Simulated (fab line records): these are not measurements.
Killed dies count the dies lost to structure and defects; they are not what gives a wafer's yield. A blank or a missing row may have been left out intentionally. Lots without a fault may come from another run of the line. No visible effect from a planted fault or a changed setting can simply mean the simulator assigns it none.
fab line records ; flow n5Finfet
record: lots: 6; wafers: 16; lastDay: 16
route steps=1938 shown MOL_CONTACT_COAG@596 PASSIVATION@1936
lots with no fault: from the same line, run without faults
startH: hours from the record's opening day to when the first of the lot's shown wafers began ; waitH: hours since the lot's step before ; " same as the row above ; L1.1+2: a row that stands for several wafers ; - no value, or no start was given ; * or withheld: withheld ; < > ~ a bound
route shown NAME@n: names a module that has steps shown in the file, with the first one's number in the route ; usual: mean/standard deviation taken from wafers without a fault ; same: alike in all rows ; chamber/n: place in a boat ; sites: the reading at each site ; _std_site: how widely they spread, as a standard deviation ; _edge_site: the outer-site mean with the inner-site mean subtracted ; radiusMm: how far each site lies from the wafer's centre ; mask NAME#n: copy n ; behind: the last tool/chamber to shape the wafer ; hold: why the lot went on hold/how many hours it stayed there/how the hold came to an end ; device: whichever transistor did not switch (one of n, p or np) ; end of line: tests of these same wafers at the route's end ; a step with no rows: only its recipe ; killed: dies that structure and defects cost at the first sort, which is not the same as the wafer's yield ; map: the dies of a wafer, with x for killed, . for not killed, _ for no die there
set.NAME: setting as actually run; set.NAME@STEP: the setting as run at that earlier step ; model.NAME: the simulator's own value behind a step, which no gauge read
lots at selected steps of the route; one table per step, one row per wafer
services: the hour from which a tool's chamber was out of use, counted from the record's first day as startH (under 0 if before that day), plus the number of hours and why
== steps ==
step: N5_MOL_CONTACT_COAG_COAT_34
recipe: resist: CAR-EUV; spinRpm: 1500; resistThkNm: 40
step: N5_MOL_CONTACT_COAG_EBR_36
recipe: solvent: PGMEA; ebrWidthMm: 1.5
step: N5_MOL_CONTACT_COAG_SOFTBAKE_35
recipe: tempC: 110; timeS: 60; resist: CAR-EUV
step: N5_MOL_CONTACT_COAG_EXPOSE_37
recipe: maskId: VD; na: 0.33; sourceShape: annular; sigmaInner: 0.3; sigmaOuter: 0.7; polarization: unpolarized; defocusNm: 0; doseMj: 62
step: N5_MOL_CONTACT_COAG_PEB_38
recipe: pebTempC: 100; pebTimeS: 60; resist: CAR-EUV
step: N5_MOL_CONTACT_COAG_DEVELOP_39
recipe: developTimeS: 30; developer: TMAH; resist: CAR-EUV; rinseLiquid: surfactantRinse; dry: airSpin; devTempC: 23
step: N5_MOL_CONTACT_COAG_CD_MEAS_40
recipe: targetCdNm: 25.1; landingEnergyEv: 500; detector: seInlens; polarity: opening
usual: cdNm: 25.10/0.26
lot.wafer;tool;chamber;startH;waitH;cdNm
L809.2;cdSem-03;0;133.74;-;25.12
L809.6;cdSem-03;0;133.74;-;25.31
L810.3;cdSem-01;0;142.96;-;24.75
L810.5;cdSem-01;0;142.96;-;25.26
L815.1;cdSem-02;0;170.86;-;25.28
L815.4;cdSem-02;0;170.86;-;25.71
L815.5;cdSem-02;0;170.86;-;25.54
L819.2;cdSem-03;0;195.11;-;25.19
L819.4;cdSem-03;0;195.11;-;25.01
L819.6;cdSem-03;0;195.11;-;24.18
L820.1;cdSem-03;0;198.29;-;25.16
L820.3;cdSem-03;0;198.29;-;25.35
L820.4;cdSem-03;0;198.29;-;25.01
L822.1;cdSem-02;0;211.44;-;25.04
L822.5;cdSem-02;0;211.44;-;25.33
L822.6;cdSem-02;0;211.44;-;25.19
step: N5_MOL_CONTACT_COAG_OVL_MEAS_41
recipe: pointsPerWafer: 522
usual: VD_OVL: 0.1/0.62
lot.wafer;tool;chamber;startH;waitH;VD_OVL[nm]
L809.2;overlay-01;0;133.77;0.0;1.0
L809.6;overlay-01;0;133.77;0.0;1.5
L810.3;overlay-02;0;143.00;0.0;0.5
L810.5;overlay-02;0;143.00;0.0;0.5
L815.1;overlay-01;0;170.89;0.0;0.4
L815.4;overlay-01;0;170.89;0.0;1.1
L815.5;overlay-01;0;170.89;0.0;-0.2
L819.2;overlay-01;0;195.14;0.0;-0.7
L819.4;overlay-01;0;195.14;0.0;-0.4
L819.6;overlay-01;0;195.14;0.0;-0.3
L820.1;overlay-02;0;198.32;0.0;-0.6
L820.3;overlay-02;0;198.32;0.0;0.0
L820.4;overlay-02;0;198.32;0.0;-0.7
L822.1;overlay-01;0;211.47;0.0;0.1
L822.5;overlay-01;0;211.47;0.0;0.1
L822.6;overlay-01;0;211.47;0.0;-0.1
step: N5_MOL_CONTACT_COAG_INSPECT_42
recipe: mode: adi; inspectInstrument: brightfield
usual: rawDefectCount: 197/47
lot.wafer;tool;chamber;startH;waitH;rawDefectCount
L809.2;defectInspect-01;-;133.82;0.0;272
L809.6;defectInspect-01;-;133.82;0.0;196
L810.3;defectInspect-02;-;143.05;0.0;172
L810.5;defectInspect-02;-;143.05;0.0;211
L815.1;defectInspect-02;-;170.95;0.1;190
L815.4;defectInspect-02;-;170.95;0.1;180
L815.5;defectInspect-02;-;170.95;0.1;223
L819.2;defectInspect-02;-;195.20;0.0;119
L819.4;defectInspect-02;-;195.20;0.0;110
L819.6;defectInspect-02;-;195.20;0.0;149
L820.1;defectInspect-01;-;198.38;0.1;190
L820.3;defectInspect-01;-;198.38;0.1;178
L820.4;defectInspect-01;-;198.38;0.1;152
L822.1;defectInspect-01;-;211.53;0.1;223
L822.5;defectInspect-01;-;211.53;0.1;199
L822.6;defectInspect-01;-;211.53;0.1;152
step: N5_MOL_CONTACT_COAG_DESCUM_45
recipe: chemistry: O2; timeS: 7; sourcePowerW: 50; biasPowerW: 20; pressureMtorr: 20; rfFrequencyHz: 2.712e+07; tempC: 40; resist: CAR-EUV; o2FlowSccm: 225
usual: drypumpMotorCurrentA: 5.8/0.51; oesProductAu: 0.84/0.086; rfVppV: 243.0/1.1; showerheadPlenumPTorr: 2.07/0.042; throttleValvePct: 20.46/0.25
lot.wafer;tool;chamber;startH;waitH;drypumpMotorCurrentA;oesProductAu;rfHoursCounterH;rfVppV;showerheadPlenumPTorr;throttleValvePct
L809.2;rieDiel-05;0;134.52;0.7;5.1;0.88;47;241.0;2.04;20.28
L809.6;rieDiel-05;1;134.52;0.7;5.8;0.88;-;241.8;2.07;20.54
L810.3;rieDiel-01;1;143.11;0.1;5.8;0.69;211;243.4;2.09;21.18
L810.5;rieDiel-01;1;143.11;0.1;5.8;0.69;-;242.9;2.09;21.19
L815.1;rieDiel-05;0;170.98;0.0;5.1;0.87;60;242.2;2.03;20.31
L815.4;rieDiel-05;2;170.98;0.0;6.7;0.72;182;241.0;2.06;20.84
L815.5;rieDiel-05;1;170.98;0.0;5.8;0.86;-;243.4;2.07;20.57
L819.2;rieDiel-05;2;195.23;0.0;6.7;0.71;190;243.1;2.06;20.84
L819.4;rieDiel-05;0;195.23;0.0;5.1;0.85;68;242.4;2.03;20.31
L819.6;rieDiel-05;2;195.23;0.0;6.7;0.71;-;242.5;2.06;20.86
L820.1;rieDiel-04;3;198.41;0.0;6.0;0.93;28;241.1;2.05;20.20
L820.3;rieDiel-04;0;198.41;0.0;5.9;0.79;130;241.0;2.00;20.26
L820.4;rieDiel-04;1;198.41;0.0;5.4;0.87;59;244.0;2.14;20.46
L822.1;rieDiel-01;3;211.56;0.0;6.0;0.80;108;243.4;2.09;20.44
L822.5;rieDiel-01;3;211.56;0.0;6.0;0.80;-;243.4;2.09;20.44
L822.6;rieDiel-01;0;211.56;0.0;6.3;0.76;-;244.6;2.11;20.53
step: N5_MOL_CONTACT_COAG_ETCH_65
recipe: chemistry: N2/H2; target: underlayer; targetDepthA: 130; maskMaterial: CAR-EUV; timeS: 10.4; ionEnergyEv: 200; pressureMtorr: 30; sourceW: 840; biasW: 150; n2FlowSccm: 200; h2FlowSccm: 200; ends: cleared
usual: drypumpMotorCurrentA: 5.8/0.52; etchRfOnTimeS: 10.5/0.32; oesProductAu: 0.71/0.075; rfVppV: 523.2/1.5; showerheadPlenumPTorr: 2.52/0.059; throttleValvePct: 17.9/0.35
lot.wafer;tool;chamber;startH;waitH;drypumpMotorCurrentA;etchRfOnTimeS;oesProductAu;rfHoursCounterH;rfVppV;showerheadPlenumPTorr;throttleValvePct
L809.2;rieDiel-05;0;134.55;0.0;5.1;10.0;0.76;47;522.6;2.48;17.7
L809.6;rieDiel-05;1;134.55;0.0;5.8;10.4;0.75;-;522.0;2.45;17.6
L810.3;rieDiel-01;1;143.14;0.0;5.7;10.5;0.59;211;523.5;2.53;18.6
L810.5;rieDiel-01;1;143.14;0.0;5.8;10.6;0.59;-;524.0;2.53;18.6
L815.1;rieDiel-05;0;171.02;0.0;5.1;10.2;0.74;60;520.9;2.47;17.7
L815.4;rieDiel-05;2;171.02;0.0;6.7;11.2;0.60;182;522.9;2.55;18.6
L815.5;rieDiel-05;1;171.02;0.0;5.8;10.4;0.73;-;522.7;2.45;17.6
L819.2;rieDiel-05;2;195.26;0.0;6.8;11.1;0.60;190;522.7;2.55;18.6
L819.4;rieDiel-05;0;195.26;0.0;5.1;10.2;0.72;68;522.8;2.47;17.8
L819.6;rieDiel-05;2;195.26;0.0;6.7;11.1;0.60;-;524.1;2.55;18.6
L820.1;rieDiel-04;3;198.44;0.0;6.0;10.1;0.80;28;521.0;2.47;17.5
L820.3;rieDiel-04;0;198.44;0.0;5.9;10.8;0.65;130;521.4;2.47;18.0
L820.4;rieDiel-04;1;198.44;0.0;5.4;10.5;0.72;59;525.5;2.60;17.9
L822.1;rieDiel-01;3;211.59;0.0;6.0;10.3;0.69;108;524.1;2.55;17.9
L822.5;rieDiel-01;3;211.59;0.0;6.0;10.2;0.69;-;524.0;2.55;17.9
L822.6;rieDiel-01;0;211.59;0.0;6.3;10.3;0.66;-;523.5;2.57;18.0
step: N5_MOL_CONTACT_COAG_ETCH_66
recipe: chemistry: CF4; target: SiARC; targetDepthA: 130; maskMaterial: CAR-EUV; timeS: 21.7; ionEnergyEv: 80; pressureMtorr: 40; sourceW: 545; biasW: 36; Ar_flow_sccm: 100; cf4FlowSccm: 100; ends: cleared
usual: drypumpMotorCurrentA: 5.8/0.51; etchRfOnTimeS: 21.8/0.65; oesProductAu: 0.71/0.073; rfVppV: 183.9/0.97; showerheadPlenumPTorr: 2.13/0.045; throttleValvePct: 15.62/0.24
lot.wafer;tool;chamber;startH;waitH;drypumpMotorCurrentA;etchRfOnTimeS;oesProductAu;rfHoursCounterH;rfVppV;showerheadPlenumPTorr;throttleValvePct
L809.2;rieDiel-05;0;134.57;0.0;5.1;21.4;0.75;47;182.0;2.11;15.44
L809.6;rieDiel-05;1;134.57;0.0;5.8;21.9;0.75;-;183.7;2.09;15.47
L810.3;rieDiel-01;1;143.16;0.0;5.8;22.1;0.59;211;183.3;2.10;16.10
L810.5;rieDiel-01;1;143.16;0.0;5.7;22.1;0.59;-;184.2;2.10;16.11
L815.1;rieDiel-05;0;171.04;0.0;5.1;20.8;0.74;60;184.1;2.10;15.48
L815.4;rieDiel-05;2;171.04;0.0;6.7;22.9;0.61;182;183.8;2.12;16.02
L815.5;rieDiel-05;1;171.04;0.0;5.8;21.4;0.74;-;183.8;2.08;15.50
L819.2;rieDiel-05;2;195.28;0.0;6.7;23.1;0.60;190;184.0;2.11;16.03
L819.4;rieDiel-05;0;195.28;0.0;5.0;21.1;0.73;68;182.8;2.10;15.51
L819.6;rieDiel-05;2;195.28;0.0;6.7;23.0;0.60;-;183.9;2.11;16.03
L820.1;rieDiel-04;3;198.46;0.0;6.0;20.9;0.79;28;184.0;2.11;15.35
L820.3;rieDiel-04;0;198.46;0.0;5.9;21.8;0.67;130;183.5;2.06;15.52
L820.4;rieDiel-04;1;198.46;0.0;5.4;21.3;0.72;59;183.6;2.17;15.61
L822.1;rieDiel-01;3;211.61;0.0;6.0;21.9;0.67;108;184.5;2.17;15.81
L822.5;rieDiel-01;3;211.61;0.0;6.0;21.9;0.67;-;184.4;2.17;15.81
L822.6;rieDiel-01;0;211.61;0.0;6.3;21.4;0.67;-;185.5;2.17;15.81
step: N5_MOL_CONTACT_COAG_ALD_133
recipe: material: SiO2; targetThkA: 50; tempC: 100; aldPrecursorFamily: BDEAS; aldCoReactant: O2-plasma; pulseTimeS: 1; coReactantPulseTimeS: 1; purgeTimeS: 2; coReactantPurgeTimeS: 2; aldCycles: 35; pressureTorr: 2
usual: aldCycles: 35/0; chamberPressureTorr: 1.999/0.0039; heaterPowerW: 78/6.8; precursorPulseHeightRel: 0.999/0.02; susceptorTempC: 100.00/0.13
lot.wafer;tool;chamber;startH;waitH;aldCycles;chamberPressureTorr;heaterPowerW;precursorPulseHeightRel;susceptorTempC;model.SiO2_of_MOL_CONTACT_COAG_ALD_133.thkNm
L809.2;aldSin-04;0;134.65;0.1;35;2.001;75;0.994;99.88;5
L809.6;aldSin-04;1;134.65;0.1;35;1.995;75;1.002;100.01;5
L810.3;aldSin-03;1;143.24;0.1;35;2.002;98;0.995;99.90;5
L810.5;aldSin-03;0;143.24;0.1;35;1.993;82;1.000;100.03;5
L815.1;aldSin-04;2;171.12;0.1;35;2.004;70;1.011;99.81;5
L815.4;aldSin-04;1;171.12;0.1;35;2.007;75;0.979;100.05;5
L815.5;aldSin-04;1;171.12;0.1;35;2.002;73;1.036;100.16;5
L819.2;aldSin-02;2;195.39;0.1;35;2.000;77;0.969;99.88;5
L819.4;aldSin-02;0;195.39;0.1;35;2.000;76;0.994;100.03;5
L819.6;aldSin-02;1;195.39;0.1;35;1.996;76;0.976;100.12;5
L820.1;aldSin-04;3;198.54;0.1;35;2.003;86;1.061;100.10;5
L820.3;aldSin-04;0;198.54;0.1;35;2.003;73;0.980;100.28;5
L820.4;aldSin-04;1;198.54;0.1;26;1.998;75;1.026;-;3.8
L822.1;aldSin-04;1;211.97;0.3;35;1.992;74;1.003;100.11;5
L822.5;aldSin-04;0;211.97;0.3;35;2.000;74;1.010;100.08;5
L822.6;aldSin-04;1;211.97;0.3;26;1.995;76;1.037;-;3.8
step: N5_MOL_CONTACT_COAG_ETCHBACK_134
recipe: chemistry: CHF3; target: SiO2; targetDepthA: 100; timeS: 6.7; ionEnergyEv: 200; pressureMtorr: 30; sourceW: 610; biasW: 170; Ar_flow_sccm: 200; CHF3_flow_sccm: 50
usual: drypumpMotorCurrentA: 5.7/0.51; oesProductAu: 0.83/0.091; rfVppV: 521/18; showerheadPlenumPTorr: 2.37/0.058; throttleValvePct: 18.78/0.24
lot.wafer;tool;chamber;startH;waitH;drypumpMotorCurrentA;oesProductAu;rfHoursCounterH;rfVppV;showerheadPlenumPTorr;throttleValvePct
L809.2;rieDiel-04;3;134.85;0.1;6.0;0.99;10;540;2.34;18.45
L809.6;rieDiel-04;0;134.85;0.1;5.9;0.78;-;506;2.29;18.54
L810.3;rieDiel-05;0;143.42;0.1;5.1;0.86;51;526;2.35;18.70
L810.5;rieDiel-05;2;143.42;0.1;6.7;0.71;-;512;2.34;19.03
L815.1;rieDiel-04;1;171.30;0.1;5.4;0.85;49;492;2.44;18.85
L815.4;rieDiel-04;2;171.30;0.1;5.3;0.93;16;533;2.34;18.48
L815.5;rieDiel-04;0;171.30;0.1;5.9;0.78;-;506;2.28;18.56
L819.2;rieDiel-05;2;195.57;0.1;6.7;0.70;190;510;2.34;19.07
L819.4;rieDiel-05;3;195.57;0.1;5.0;0.93;29;519;2.35;18.68
L819.6;rieDiel-05;0;195.57;0.1;5.1;0.85;-;525;2.34;18.72
L820.1;rieDiel-05;1;198.98;0.4;5.8;0.86;59;540;2.32;18.69
L820.3;rieDiel-05;3;198.98;0.4;5.0;0.92;30;520;2.35;18.69
L820.4;rieDiel-05;2;198.98;0.4;6.7;0.69;191;512;2.33;19.07
L822.1;rieDiel-01;2;212.15;0.1;5.3;0.75;146;493;2.50;18.91
L822.5;rieDiel-01;1;212.15;0.1;5.7;0.68;-;532;2.35;19.37
L822.6;rieDiel-01;2;212.15;0.1;5.3;0.75;-;491;2.50;18.91
step: N5_PASSIVATION_PROBE_49
usual: killed_at_M0_to_M3: 32/9.3; killed_at_M4_up: 14/4.9; killedAtContacts: 15/7.5; killedAtFrontEnd: 40/11; killedAtOther: 4/3.3; killedDies: 104/17; killedOnRim: 13/4.2; killedOpen: 68/14; killedShort: 33/7.9
same: grossDies: 1180; killedAtBackSide: 0
lot.wafer;tool;chamber;startH;waitH;killed_at_M0_to_M3;killed_at_M4_up;killedAtContacts;killedAtFrontEnd;killedAtOther;killedDies;killedOnRim;killedOpen;killedShort
L810.3;prober-01;-;304.57;0.1;15;16;8;42;7;88;14;62;19
L820.1;prober-01;-;365.86;0.0;27;21;14;26;7;95;11;64;25
L820.3;prober-01;-;365.96;0.1;30;8;21;33;4;96;11;64;28
L820.4;prober-01;-;366.01;0.2;30;15;372;49;26;492;83;66;26
L822.1;prober-02;-;374.93;0.0;22;9;6;53;9;99;8;61;25
L822.5;prober-02;-;375.13;0.2;29;8;8;48;3;96;10;68;27
L822.6;prober-02;-;375.18;0.3;20;10;400;56;1;487;63;55;37
killed by level:class
L810.3 STI_FIN_REVEAL:geometricParticle:open=11 MOL_CONTACT_COAG:geometricParticle:open=7 BEOL_M4:geometricParticle:open=7 HKMG_FIN:areaEtch=7 BEOL_M0_SAQP:geometricParticle:open=5 BEOL_M1:geometricParticle:open=5 STARTING-WAFER:geometricParticle:open=5 BEOL_M4:geometricParticle:short=4
L820.1 BEOL_M4:geometricParticle:open=11 MOL_CONTACT_COAG:geometricParticle:open=10 STI_FIN_REVEAL:geometricParticle:open=8 BEOL_M2:geometricParticle:open=6 PASSIVATION:areaEtch=6 BEOL_M0_SAQP:geometricParticle:open=5 BEOL_M3:geometricParticle:open=5 MOL_CONTACT_COAG:geometricParticle:short=4
L820.3 MOL_CONTACT_COAG:geometricParticle:open=19 BEOL_M0_SAQP:geometricParticle:short=9 STI_FIN_REVEAL:geometricParticle:open=7 BEOL_M0_SAQP:geometricParticle:open=7 BEOL_M3:geometricParticle:open=6 FIN_SAQP:geometricParticle:open=5 GATE_CUT:geometricParticle:open=4 BEOL_M0:geometricParticle:open=4
L820.4 MOL_CONTACT_COAG:areaAld=363 PASSIVATION:areaEtch=23 HKMG_FIN:areaEtch=13 STI_FIN_REVEAL:geometricParticle:open=12 BEOL_M4:geometricParticle:open=9 BEOL_M0_SAQP:geometricParticle:short=8 MOL_CONTACT_COAG:geometricParticle:open=7 BEOL_M0_SAQP:geometricParticle:open=6
L822.1 FIN_SAQP:geometricParticle:open=11 STI_FIN_REVEAL:geometricParticle:open=7 PASSIVATION:areaEtch=7 BEOL_M0_SAQP:geometricParticle:open=6 ILD0:geometricParticle:open=5 BEOL_M0_SAQP:geometricParticle:short=5 MOL_CONTACT_COAG:geometricParticle:open=5 BEOL_M3:geometricParticle:open=5
L822.5 FIN_SAQP:geometricParticle:open=14 FIN_SAQP:geometricParticle:short=9 MOL_CONTACT_COAG:geometricParticle:open=8 BEOL_M1:geometricParticle:open=7 ILD0:geometricParticle:open=7 STI_FIN_REVEAL:geometricParticle:open=6 BEOL_M3:geometricParticle:open=6 BEOL_M2:geometricParticle:open=5
L822.6 MOL_CONTACT_COAG:areaAld=391 FIN_SAQP:geometricParticle:short=13 FIN_SAQP:geometricParticle:open=10 STI_FIN_REVEAL:geometricParticle:open=7 MOL_CONTACT_COAG:geometricParticle:open=6 BEOL_M4:geometricParticle:open=6 DUMMY_GATE:geometricParticle:short=5 GATE_CUT:geometricParticle:open=4
map L820.4 (x killed, . not)
_________________.x...x....xx________________
______________x....x.xx...x.xxxx_____________
___________..x..x.......xxx.xxxxxxx__________
__________xx.x.x....xxx.xx....x..xxx_________
________xx.xx..x.x....xx.x.x.xxxx.x.xx_______
_______x..x..xxxx.x.x.x..x.x..x..xxx.xx______
______.xxxx.xx..xx..x..xx.x..x.xx.x...xx_____
_____x.x.xxx.x.xx.x.....xx..x.x......x...____
____xx.x....xxxx.xx....xxx.x...xxxx.xx..xx___
___x..x..x....x...x.x...x...x.xxx...xx...xx__
___....x..xx..x.....x...xxx.x...xx....x...x__
__xx....x.x...x..x.x.x..x.x...x....x..x.x.xx_
__x..x...x......x...x...x.x.xx.x...xx.x....x_
_........x...xxx.x..x..xx....xxx....xx...x.xx
_xx..x.x..x.x.....x..xx.xxxx.x.x......xxx....
_x..xxx......x.x...x....xxx....xx.......x...x
_..x..xxxx...x..x....x...x.x.x.x..x..x.xx...x
_.xx....x.x.x.xxx.xx.....x..x.xx...x..xx.....
_.xx.x..x...xxx.xx.x...x..x..x.xxxxx.x...x.x.
_xx.....x.....xx.xx...x..x..x.x..x...xx.x..x.
_...xx.x.x.xxxxx...xxx...xx.xx....xx.xxxx....
__....x.xxxxxx.x...x.x.xxxxx.x...x..x.x.xxx._
__...xxx..xx...x..........x.x.xx.xx..xxx.x.x_
___x...xx........x..x...xx.......xxx...x...__
___x......xxx..x......x.xx.x..xxxx.xx....xx__
____x.xxx.......xx......xxxx...xx..x....xx___
_____x.xx.......x.x.x.x...x.x...x...x.xx.____
______xx.x.x..xxx..x...x.xxx.xx..x....x._____
_______.........xxx.x....x........x.xx.______
________.x..x..x..xxxx.x.......x.xx..._______
__________xx....xx.x.x.xx...x...x..x_________
___________.x...x.x.....x.xxxxx...x__________
______________..xx.x..x.x.x...xx_____________
_________________xx.x.xxxx.xx________________
map L822.6 (x killed, . not)
_________________x..xxx.xx.xx________________
______________x.x..x.x.xx....x.._____________
___________.xx...x...x.xx.x..x.x.xx__________
__________..x...xx.....x.xx.xx......_________
________..xxx....x...x.x..x...x....xxx_______
_______.x.xx..xx.xxx.x.xx.x....xxxxxx..______
______.x.x..x....x....xxx.xx.x..x..x.x.x_____
_____x.x......x...xxx.x......x.x.xx..xx..____
____..x...xxx.xx.xx.xxxxx.x....xxxxx...x..___
___.xxx.....xx.x.....x.xxxxx....xxxxx.x....__
___x.x..x.x....x.....xx.xx...xx.xx.x.xx....__
__....x....x.xxx..xx.x..x.x..xxxxx.x.xxx.x.x_
__x.x.....xx.............xxx..xx....xx..x..._
_.x.xxx.x..x.x..x..xx..xx.x.x..x.x.xx..x....x
_xx...xxx...x...x.x.x.x...xxx..x.xxxxxx..x...
_...x...xxx.x.xxx..x.x.xxx.x.x.xxx..x.xxx..x.
_..x..x.......xx.x..x.x..xxx.....x..........x
_.....x..x..x..x....x...x..x.....xxx...x.....
_.x.x.xx..x..x..x.xx..x...x..x.x...xx..xxx.xx
_x.xx.xxxxxxx.xx..x..x....xx....x...xxxx...x.
_xx.........x.x.xx...xxx..x.xx.x..x.........x
__.xxx...xx.....x.....x......xx.x.x...xx...x_
__.....xxxxx...x.x.....x.xx...x.x......xx.x._
___x.......x.xx..xx....xx.xxxx...x.x...x...__
___x.x.x.x.x..x.x..x.x.x..xxxx..xxx..x...x.__
____.xx....x..xxxx...x.x...x...x..xx..xx..___
_____...x.x..x.x..x.xx.x....x..x.x..xx..x____
______.x..x..xx......x..x.xx..x.x..xx.xx_____
_______.x...xxxx..x...x...x.x..x..xx.x.______
________xxxxx...xx..x.xxxxxx.x...x...x_______
__________....x..x...xx..x...x.xx..x_________
___________...xx.x.......xxxx.x....__________
______________.x.x.x.x.xxx...xx._____________
_________________x...xx..x...________________
== services ==
tool;chamber;startH;hours;kind
rieDiel-04;-;148.85;0.1;repair
aldSin-03;0;149.07;8.7;repair
aldSin-03;-;164.77;4.3;pm
rieDiel-04;2;172.28;4.3;repair
aldSin-03;-;176.75;14.0;pm
aldSin-03;0;176.75;14.0;ventCycle
aldSin-03;1;176.75;14.0;ventCycle
aldSin-03;2;176.75;14.0;ventCycle
aldSin-03;3;176.75;14.0;ventCycle
rieDiel-05;0;185.05;3.2;repair
rieDiel-04;-;190.71;1.6;repair
aldSin-03;0;190.75;-;clean
aldSin-03;1;190.75;-;clean
aldSin-03;2;190.75;-;clean
aldSin-03;3;190.75;-;clean
== key ==
firstSign: step: N5_MOL_CONTACT_COAG_ALD_133; reading: aldCycles; direction: down; sigmas: 99+; usual: *; struck: *
effect: step: N5_PASSIVATION_PROBE_49; reading: killedAtContacts; direction: up; sigmas: 50; usual: 15; struck: 386
modelEffect: step: N5_MOL_CONTACT_COAG_ALD_133; value: SiO2_of_MOL_CONTACT_COAG_ALD_133.thkNm; without: 5; struck: 3.8
moreKillsBornAt: N5_MOL_CONTACT_COAG_ALD_133@aldSin-04: 754
metAt N5_MOL_CONTACT_COAG_ALD_133
struckWafers L820.4,L822.6
testerLeftOut L820,L822
baselineLoss: step: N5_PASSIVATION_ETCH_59; wafers: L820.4
onsetBetween 171.12 198.54
fault: kind: processParameterDrift; tool: aldSin-04; chamber: -; onsetH: 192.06; steps: N5_MOL_CONTACT_COAG_ALD_133; channel: aldCycles; offset: *; shape: step; endH: 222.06; scope: struckWafersOnly; actsIn: *; stated: *
testerLeftOut: of these lots the tester's yield and bins aren't shown, on N5 and GAA mostly nor the transistor test; their killed dies are dies lost to structure and defects alone, not to doping, threshold or leakage, so they don't give the yield
baselineLoss: these wafers lose ten dies or more at that step, a loss of the line's own and not of a fault; the sort's usual values leave them out
